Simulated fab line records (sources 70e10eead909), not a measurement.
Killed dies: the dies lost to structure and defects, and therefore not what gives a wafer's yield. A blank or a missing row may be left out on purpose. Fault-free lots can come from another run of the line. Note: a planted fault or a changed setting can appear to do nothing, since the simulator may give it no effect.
What tool caused it?	flow nandHarc	Sampling: 24 lots, 72 wafers, 2 of 1159 route steps

WHAT THE GAUGES READ, wafer by wafer
NHARC_P_GATE_INSPECT_28. Usual: 6.2 for rawDefectCount, sd 3.
lot	measured	on	rawDefectCount	flag
L074	day 4 17:30	defectInspect-02	6 7 7	
L075	day 5 01:56	defectInspect-01	5 5 2	
L076	day 5 02:32	defectInspect-01	6 9 9	
L077	day 5 11:05	defectInspect-02	6 6 9	
L078	day 5 19:46	defectInspect-02	9 4 5	
L081	day 6 07:53	defectInspect-02	7 2 1	
L079	day 6 08:20	defectInspect-02	5 2 4	
L080	day 6 08:32	defectInspect-02	10 9 4	
L082	day 6 17:44	defectInspect-01	3 5 3	
L083	day 6 21:58	defectInspect-02	17 6 11	
L084	day 6 22:14	defectInspect-02	8 3 6	
L087	day 7 22:59	defectInspect-02	9 12 6	
L086	day 7 23:11	defectInspect-01	11 1 8	
L085	day 7 23:28	defectInspect-02	8 7 4	
L088	day 8 08:52	defectInspect-01	7 9 2	
L090	day 8 15:26	defectInspect-02	2 8 10	
L089	day 8 15:53	defectInspect-01	4 10 7	
L091	day 9 00:23	defectInspect-02	5 2 7	
L094	day 9 07:03	defectInspect-01	7 11 17	
L093	day 9 07:12	defectInspect-01	2 5 8	
L092	day 9 07:21	defectInspect-01	11 6 3	
L095	day 10 01:12	defectInspect-02	6 5 4	
L096	day 10 01:22	defectInspect-01	6 6 9	
L097	day 10 12:20	defectInspect-01	7 8 7	

NHARC_P_GATE_INSPECT_68. Usual: 188 for rawDefectCount, sd 66.
lot	measured	on	rawDefectCount	flag
L074	day 5 12:08	defectInspect-01	268 200 248	
L075	day 5 22:26	defectInspect-01	232 191 160	
L076	day 5 22:36	defectInspect-01	131 166 207	
L077	day 6 05:29	defectInspect-01	238 186 444	
L078	day 6 14:01	defectInspect-01	116 171 108	
L081	day 7 02:20	defectInspect-02	130 129 91	
L079	day 7 05:10	defectInspect-01	200 145 253	
L080	day 7 03:34	defectInspect-02	159 163 131	
L082	day 7 12:05	defectInspect-01	168 190 188	
L083	day 7 16:30	defectInspect-02	159 225 183	
L084	day 7 17:16	defectInspect-01	118 191 178	
L087	day 8 18:08	defectInspect-02	153 125 225	
L086	day 8 19:04	defectInspect-02	91 183 231	
L085	day 9 00:29	defectInspect-02	207 204 163	
L088	day 9 04:49	defectInspect-02	175 119 121	
L090	day 9 10:05	defectInspect-01	151 135 145	
L089	day 9 10:43	defectInspect-02	144 146 191	
L091	day 9 19:52	defectInspect-02	139 156 133	
L094	day 10 02:02	defectInspect-01	218 136 166	
L093	day 10 03:34	defectInspect-02	131 201 145	
L092	day 10 08:37	defectInspect-01	357 303 249	
L095	day 10 19:53	defectInspect-02	274 156 251	
L096	day 10 20:14	defectInspect-01	275 215 198	
L097	day 11 08:45	defectInspect-01	201 182 205	

EACH LOT AND THE TOOL THAT RAN IT (in order: tool; ch and the chambers of the sampled wafers; start)
There is no process step in the record ahead of these readings.

AS READ BY THE TOOLS THEMSELVES (means over the sampled wafers that have a number; for cases with no such wafer, the mark the record gives instead)
The record holds no such reading with a usual standard deviation.

THE ANSWER, worked out from the rows above alone
Rule: take the mean of a lot's wafers that have a number; if it is more than 3 standard deviations from the usual mean, the lot is off. Also off: a lot with no number at a reading for which 4 or more lots have one. Where the step has rows for the other lots, those lots are counted as sound. First the gauges in route order, then the tools' own readings, where a lot's mean is used as printed above. At the first step where some lot is off, the reading lying furthest off is the one used; lots without a number count as furthest.
Across all readings shown, no lot is off: no conclusion can be drawn from this.

WHAT THE SIMULATOR PUT IN
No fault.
